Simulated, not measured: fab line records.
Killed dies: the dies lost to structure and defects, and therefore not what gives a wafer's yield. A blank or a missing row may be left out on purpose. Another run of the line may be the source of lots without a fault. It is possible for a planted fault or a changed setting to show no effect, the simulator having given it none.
Matching of chambers	flow nand_harc	4 sister chambers for NHARC_A_CHANNEL_FILL_D2_ALD_25 on ald_hk-04
The step deposits SiOx, target thk 60 nm, pulse time 10 s, ald cycles 600. 14 wafers are shown with their chamber, then 7 later ones without.

WAFERS, EACH WITH ITS CHAMBER
wafer	chamber	heater_power_w (W)	precursor_pulse_height_rel
L921.3	2	549	1.003
L921.5	0	576	0.984
L921.6	1	399	0.998
L923.2	3	406	0.993
L923.3	2	538	0.998
L923.6	2	550	0.978
L924.2	0	583	1.024
L924.4	3	404	0.991
L924.5	0	581	0.994
L938.1	3	419	0.996
L938.2	2	553	0.964
L938.5	0	551	0.983
L940.3	1	399	0.999
L940.1	3	424	1.000

SIGNATURES, as means of the wafers listed above
reading	chamber 0	chamber 1	chamber 2	chamber 3	scatter within a chamber
heater_power_w	572.75	399.00	547.50	413.25	10.4
precursor_pulse_height_rel	0.99625	0.99850	0.98575	0.99500	0.0146
Rule: a wafer lies at a distance from a chamber equal to the root of the sum of squares, over the readings, of (its reading less the chamber's mean, divided by the reading's scatter). The wafer belongs to the nearest chamber; if the next one is less than 2 further off, it can't be placed. The scatter is the square root of a quotient: the sum, over the shown wafers, of each reading's squared deviation from its chamber's mean, divided by wafers minus chambers.

WAFERS MISSING THEIR CHAMBER
wafer	heater_power_w (W)	precursor_pulse_height_rel
L940.4	559	0.960
L942.1	567	0.967
L942.4	411	1.039
L942.6	561	0.980
L943.2	409	0.973
L943.1	404	0.983
L943.5	562	0.984

EACH ONE'S CHAMBER
wafer	from the rows above	in truth
L940.4	can't be placed: 2 or 0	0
L942.1	can't be placed: 0 or 2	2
L942.4	can't be placed: 1 or 3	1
L942.6	can't be placed: 2 or 0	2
L943.2	can't be placed: 3 or 1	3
L943.1	can't be placed: 1 or 3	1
L943.5	can't be placed: 0 or 2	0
Placed correctly: 0 of 7. Cannot be placed on the basis of these rows: 7; the candidates contain the true chamber in 7. Wrongly placed: 0.
